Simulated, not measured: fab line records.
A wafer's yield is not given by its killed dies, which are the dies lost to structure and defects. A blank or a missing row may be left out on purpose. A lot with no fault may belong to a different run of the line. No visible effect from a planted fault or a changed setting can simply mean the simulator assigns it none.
Matching of chambers	flow n5Finfet	N5_BEOL_M1_ILD_DEP_00 on pecvd-01: 3 sister chambers
The step deposits SiOC from DEMS/O2, target thk 79 nm, time 15.3 s. 14 wafers are shown with their chamber, then 7 later ones without.

== WAFERS, EACH WITH ITS CHAMBER ==
wafer	chamber	heaterPowerW (W)	throttleValvePct (%)	showerheadPlenumPTorr (Torr)
L079.1	0	467	11.2	5.676
L079.2	1	490	11.6	5.714
L079.4	0	480	11.4	5.668
L082.2	2	601	11.0	5.693
L082.3	0	396	11.9	5.683
L082.6	1	523	12.4	5.692
L083.3	2	585	11.3	5.706
L083.4	1	516	11.9	5.691
L083.5	2	604	11.2	5.706
L086.2	2	570	11.2	5.688
L086.3	0	442	11.6	5.665
L086.4	0	450	11.6	5.683
L085.1	1	520	11.9	5.711
L085.4	2	511	11.3	5.702

SIGNATURES, as means of the wafers listed above
reading	chamber 0	chamber 1	chamber 2	scatter within a chamber
heaterPowerW	447.00	512.25	574.20	31
throttleValvePct	11.540	11.950	11.200	0.245
showerheadPlenumPTorr	5.67500	5.70200	5.69900	0.00948
Rule: a wafer lies at a distance from a chamber equal to the root of the sum of squares, over the readings, of (its reading less the chamber's mean, divided by the reading's scatter). If the next closest chamber is less than 2 further off than the closest, the wafer can't be placed; otherwise it belongs to the closest. The scatter is the square root of a quotient: the sum, over the shown wafers, of each reading's squared deviation from its chamber's mean, divided by wafers minus chambers.

== WAFERS WITHOUT THEIR CHAMBER ==
wafer	heaterPowerW (W)	throttleValvePct (%)	showerheadPlenumPTorr (Torr)
L085.5	481	11.2	5.670
L089.2	472	11.4	5.673
L089.3	539	11.0	5.729
L089.6	535	11.3	5.700
L092.1	479	11.3	5.701
L092.2	529	11.8	5.692
L092.4	521	12.1	5.693

== CHAMBER TAKEN BY EACH ==
wafer	from the rows above	in truth
L085.5	0	0
L089.2	0	0
L089.3	can't be placed: 2 or 1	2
L089.6	can't be placed: 2 or 1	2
L092.1	can't be placed: 1 or 0 or 2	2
L092.2	can't be placed: 1 or 2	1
L092.4	1	1
Correct placement for 3 of the 7. Can't be placed from these rows: 4 (the true chamber is among the candidates in 4). Wrongly placed: 0.
